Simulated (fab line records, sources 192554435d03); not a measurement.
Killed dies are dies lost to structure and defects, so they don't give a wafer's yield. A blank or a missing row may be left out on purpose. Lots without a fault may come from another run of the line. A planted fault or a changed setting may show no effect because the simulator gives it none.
Chamber matching | flow n5_finfet | N5_BEOL_M2_VIA_ETCH_34 on rie_diel-01: 4 sister chambers
The step etches the open film in C4F6/O2, target depth 69.4 nm, time 65.9 s. 20 wafers are shown with their chamber, then 10 later ones without.

WAFERS WITH THEIR CHAMBER
wafer  | chamber | drypump_motor_current_A (A) | showerhead_plenum_p_Torr (Torr) | rf_vpp_V (V)
L078.1 | 2       | 6.0                         | 2.70                            | 641
L078.3 | 0       | 5.5                         | 2.80                            | 674
L078.5 | 2       | 6.0                         | 2.70                            | 642
L081.1 | 3       | 5.0                         | 2.89                            | 658
L081.3 | 0       | 5.5                         | 2.80                            | 674
L081.6 | 3       | 4.9                         | 2.89                            | 660
L082.2 | 0       | 5.5                         | 2.80                            | 674
L082.4 | 1       | 5.2                         | 2.91                            | 664
L082.5 | 2       | 6.0                         | 2.69                            | 643
L083.1 | 3       | 4.9                         | 2.89                            | 660
L083.4 | 1       | 5.2                         | 2.91                            | 662
L083.5 | 2       | 6.0                         | 2.69                            | 643
L086.1 | 0       | 5.5                         | 2.79                            | 674
L086.2 | 1       | 5.2                         | 2.90                            | 664
L086.4 | 3       | 4.9                         | 2.88                            | 658
L090.4 | 0       | 5.5                         | 2.79                            | 674
L090.5 | 1       | 5.2                         | 2.90                            | 662
L090.6 | 3       | 5.0                         | 2.88                            | 658
L092.4 | 0       | 5.5                         | 2.79                            | 672
L092.5 | 1       | 5.2                         | 2.90                            | 663

SIGNATURES (means of the wafers above)
reading                  | chamber 0 | chamber 1 | chamber 2 | chamber 3 | scatter within a chamber
drypump_motor_current_A  | 5.500     | 5.200     | 6.000     | 4.940     | 0.0274
showerhead_plenum_p_Torr | 2.7950    | 2.9040    | 2.6950    | 2.8860    | 0.00553
rf_vpp_V                 | 673.67    | 663.00    | 642.25    | 658.80    | 0.964
Rule: a wafer's distance from a chamber is the root of the sum, over the readings, of the square of ((its reading less the chamber's mean) divided by the reading's scatter). The wafer belongs to the nearest chamber; if the next one is less than 2 further off, it can't be placed. The scatter: the root of (the sum of the squares of (reading less its chamber's mean) over the shown wafers, divided by (wafers less chambers)).

WAFERS WITHOUT THEIR CHAMBER
wafer  | drypump_motor_current_A (A) | showerhead_plenum_p_Torr (Torr) | rf_vpp_V (V)
L092.6 | 6.0                         | 3.02                            | 654
L094.1 | 5.5                         | 2.79                            | 672
L094.2 | 5.0                         | 2.88                            | 658
L094.3 | 5.2                         | 2.89                            | 663
L096.1 | 5.0                         | 2.88                            | 660
L096.5 | 6.0                         | 3.02                            | 653
L096.6 | 5.2                         | 2.89                            | 664
L097.1 | 5.5                         | 2.78                            | 672
L097.3 | 6.0                         | 3.02                            | 653
L097.5 | 4.9                         | 2.87                            | 659

WHICH CHAMBER EACH WENT THROUGH
wafer  | from the rows above | in truth
L092.6 | 1                   | 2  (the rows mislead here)
L094.1 | 0                   | 0
L094.2 | 3                   | 3
L094.3 | 1                   | 1
L096.1 | 3                   | 3
L096.5 | 1                   | 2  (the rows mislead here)
L096.6 | 1                   | 1
L097.1 | 0                   | 0
L097.3 | 1                   | 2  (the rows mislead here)
L097.5 | 3                   | 3
Placed correctly: 7 of 10. Can't be placed from these rows: 0. Placed wrongly: 3.
